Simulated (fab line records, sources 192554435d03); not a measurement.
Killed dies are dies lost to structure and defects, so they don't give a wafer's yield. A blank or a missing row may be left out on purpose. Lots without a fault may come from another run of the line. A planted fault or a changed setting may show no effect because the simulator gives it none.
A struck lot beside a sound one | flow n5_finfet | 37 steps out of a route of 1938
Sound: wafers L960.1, L960.2, L960.4. Struck: wafers L954.2, L954.5, L954.6. The cause comes at the end.
At each step with rows: each side's tool, then ch and its chambers, then its first start. Under that, the readings that differ: sound wafers | struck wafers | difference of the means | sigmas: that difference in standard deviations of wafers without a fault.
alike: readings whose means differ by less than 2 such deviations, and words and numbers that are the same on both sides. not compared: withheld readings, readings that some wafer has no value for, bounds like >300 that may hide the same value, and numbers for which the record gives no deviation and whose values overlap.
The two part at a step that has a row with sigmas, a row that says differs or no value, or rows on one side only. Numbers that don't overlap but have no deviation are shown without sigmas and don't part them. A reading that every wafer of one side lacks parts them only if that side has two wafers or more.

first, 9 steps without rows for these wafers: N5_BEOL_M4_ANNEAL_95 (time 240 s); N5_BEOL_M4_SPUTTER_96 (material Cu, target thk 4.5 nm, time 8.29 s); N5_BEOL_M4_ECD_50 (material Cu, target thk 300 nm); N5_BEOL_M4_ANNEAL_51 (time 90 s); N5_BEOL_M4_CMP_52 (polishes, stops on SiOC, t overpolish 6.8 s, target thk 40 nm); N5_BEOL_M4_PRE_CLEAN_60 (time 15 s); N5_BEOL_M4_CO_CAP_55 (material Co, precursor CCTBA/H2, target thk 2 nm, time 102.1 s); N5_BEOL_M4_PRE_CLEAN_56 (time 15 s); N5_BEOL_M4_DEP_57 (deposits SiCN from 3MS/NH3, target thk 8 nm, time 14 s).
N5_BEOL_M4_RC_MEAS_101:
  sound on prober-02 ch 0, day 13 12:01; struck on prober-02 ch 0, day 11 11:07
  alike: DIBL_N, DIBL_P, IOFF_N, IOFF_P, ION_N, ION_P, SS_N, SS_P, VT_N, VT_P
then, 24 steps without rows for these wafers: N5_BEOL_M5_ILD_DEP_00 (deposits SiCOH lowk from DEMS/porogen, target thk 140.64 nm, time 25.9 s); N5_BEOL_M5_CURE_79 (cures SiCOH lowk, time 240 s); N5_BEOL_M5_PECVD_70 (deposits SiO2 from TEOS/O2, target thk 16 nm, time 18 s); N5_BEOL_M5_HM_DEP_02 (deposits TiN, target thk 20 nm); N5_BEOL_M5_COAT_59 (time 60 s, resist thk 60 nm); N5_BEOL_M5_COAT_60 (time 60 s, resist thk 12 nm); N5_BEOL_M5_COAT_71 (time 60 s, resist thk 5 nm); N5_BEOL_M5_COAT_05 (resist thk 30 nm); N5_BEOL_M5_EBR_07; N5_BEOL_M5_SOFTBAKE_06 (time 60 s); N5_BEOL_M5_EXPOSE_08 (exposes mask M5, target cd 28 nm); N5_BEOL_M5_PEB_09 (peb time 60 s); N5_BEOL_M5_DEVELOP_10 (develop time 30 s); N5_BEOL_M5_DESCUM_16 (chemistry O2, time 7 s); N5_BEOL_M5_ETCH_72 (etches underlayer in N2/H2, target depth 6.5 nm, time 5.2 s); N5_BEOL_M5_ETCH_61 (etches SiARC in CF4, target depth 15.6 nm, time 26 s); N5_BEOL_M5_ETCH_62 (etches SOC in N2/H2, target depth 75 nm, overetch 15 nm, time 112.5 s); N5_BEOL_M5_STRIP_63 (strips in N2/H2); N5_BEOL_M5_STRIP_73 (strips in N2/H2); N5_BEOL_M5_STRIP_64 (strips in CF4); N5_BEOL_M5_HM_OPEN_17 (chemistry Cl2/BCl3, target TiN, target depth 20 nm, overetch 6 nm); N5_BEOL_M5_STRIP_19 (strips in O2); N5_BEOL_M5_COAT_65 (time 60 s, resist thk 60 nm); N5_BEOL_M5_COAT_66 (time 60 s, resist thk 12 nm).
-- the record jumps here: 3 days lie between the struck wafers' starts before and after (it left off in module BEOL_M5 and takes up again in module BEOL_M12, whose first step shown is number 1609 of the route) --
N5_BEOL_M12_PEB_08: peb time 90 s.
  sound on litho_track-05 ch 0, day 16 10:25; struck on litho_track-01 ch 0, day 14 04:24
  reading                  | sound                | struck               | difference | sigmas
  heater_power_total_W (W) | 172.4 173.5 173.3    | 163.3 163.1 164.7    | -9.4       | -12
  plate_temp_C (C)         | 130.04 130.06 130.07 | 125.56 125.61 125.64 | -4.45      | -32
N5_BEOL_M12_CD_MEAS_10: target cd 140 nm.
  sound on cd_sem-01 ch 0, day 16 10:31; struck on cd_sem-03 ch 0, day 14 04:31
  reading    | sound             | struck            | difference | sigmas
  cd_nm (nm) | 137.4 138.9 137.4 | 122.0 127.6 125.2 | -13.0      | -5
-- the record jumps here: 2 days lie between the struck wafers' starts before and after (it left off in module BEOL_M12 and takes up again in module PASSIVATION, whose first step shown is number 1936 of the route) --
N5_PASSIVATION_PROBE_49:
  sound on prober-02, day 17 22:26; struck on prober-02, day 16 04:32
  reading         | sound    | struck   | difference | sigmas
  killed_at_M4_up | 15 18 14 | 56 15 22 | +15        | +3
  alike: defect_limited_yield, killed_at_M0_to_M3, killed_at_contacts, killed_at_front_end, killed_at_other, killed_dies, killed_on_rim, killed_open, killed_short, sort_bin_5_function, sort_bin_6_memory, sort_bin_8_speed, sort_n_pass, sort_yield_pct

WHERE THEY PART
First at N5_BEOL_M12_PEB_08; last, within this record, at N5_PASSIVATION_PROBE_49.

WHY: what the simulator had put in
Process parameter drift: litho_track-01, from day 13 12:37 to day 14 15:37, at N5_BEOL_M12_PEB_08. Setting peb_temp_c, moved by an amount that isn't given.
